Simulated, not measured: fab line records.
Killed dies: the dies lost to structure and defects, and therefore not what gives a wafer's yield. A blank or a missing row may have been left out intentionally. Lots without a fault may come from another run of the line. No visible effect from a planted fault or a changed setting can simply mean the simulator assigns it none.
Lot-split experiment	flow n5-finfet	21 wafers read across 7 lots, on a route 1938 steps long

THE SPLIT ITSELF
At N5_BEOL_M15_SPUTTER_44 (material Ta, target thk 15 nm, time 24.19 s), the setting power-w was moved away from the recipe's 15000 W on 7 of the 21 wafers read, by -14.5% to +14.0%. The other wafers ran this setting at the recipe's value.

The split's own step is where the reading is taken.

THE READING
Ta_of_BEOL_M15_SPUTTER_44.thk-nm (the simulator's own value, which no gauge read), in nm, at N5_BEOL_M15_SPUTTER_44 (material Ta, target thk 15 nm, time 24.19 s). The file does not state a usual value for it. The 14 wafers here that ran the recipe average 15.1 nm, standard deviation 0.18 nm.

wafer	tool, chamber at the split	power-w as run, W	against the recipe	Ta_of_BEOL_M15_SPUTTER_44.thk-nm, nm	against lot-mates on the recipe
L074.1	pvd-sputter-01, -	15000	recipe	15	-
L074.3	pvd-sputter-01, -	12820	-14.5%	12.8	-2.0
L074.6	pvd-sputter-01, -	15000	recipe	14.6	-
L075.1	pvd-sputter-02, -	15000	recipe	15.2	-
L075.5	pvd-sputter-02, -	15000	recipe	15.2	-
L075.2	pvd-sputter-02, -	15000	recipe	15.4	-
L077.1	pvd-sputter-03, -	15000	recipe	15	-
L077.6	pvd-sputter-03, -	15000	recipe	15	-
L077.3	pvd-sputter-03, -	17100	+14.0%	17.2	+2.2
L083.2	pvd-sputter-03, -	16800	+12.0%	16.8	+1.8
L083.5	pvd-sputter-03, -	15000	recipe	15	-
L083.6	pvd-sputter-03, -	15000	recipe	15	-
L088.1	pvd-sputter-03, -	13310	-11.3%	13.2	-1.8
L088.4	pvd-sputter-03, -	13310	-11.3%	13.2	-1.8
L088.5	pvd-sputter-03, -	15000	recipe	15	-
L090.3	pvd-sputter-01, -	15000	recipe	15.2	-
L090.5	pvd-sputter-01, -	15000	recipe	15.2	-
L090.6	pvd-sputter-01, -	14040	-6.4%	14.2	-1.0
L093.1	pvd-sputter-01, -	13150	-12.3%	13.4	-1.6
L093.4	pvd-sputter-01, -	15000	recipe	15	-
L093.5	pvd-sputter-01, -	15000	recipe	15	-

FIT RESULTS
A straight line over all 21 wafers: Ta_of_BEOL_M15_SPUTTER_44.thk-nm changes by +0.152 nm for each +1% of power-w; r = +0.99; the points scatter about the line by 0.17 nm.
The same after taking each lot's own level away (the mean of its wafers on the recipe; 21 wafers): +0.149 nm for each +1%; r = +0.99; scatter 0.11 nm.
According to that fit, moving power-w by its largest amount changes the reading by 2.2 nm.
Measured against the standard deviation above, the lots' own levels, which go from 14.80 to 15.27 nm, span 2.6 times it.
Consequently the slope shifts little with the lot-to-lot level, the two slopes agreeing.
Check: with one of the wafers moved furthest among these (-14.5%) left out of the fit, the line predicts -2.2 nm for it against its lot-mates. Against them it came out at -2 nm.

FURTHER SPLITS ON THESE WAFERS
Before the reading, these wafers also passed through other splits. Each is held against what the fit with the lots' levels taken away leaves over:
other split on the same wafers	wafers away from the commonest value	r with Ta_of_BEOL_M15_SPUTTER_44.thk-nm (lot level and that fit taken away)
N5_BEOL_M15_EXPOSE_07 dose-mj	5	-0.06

THE FILE'S OWN FIT
Ta_of_BEOL_M15_SPUTTER_44.thk-nm changes by +0.147 nm for each +1% of power-w, r = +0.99.
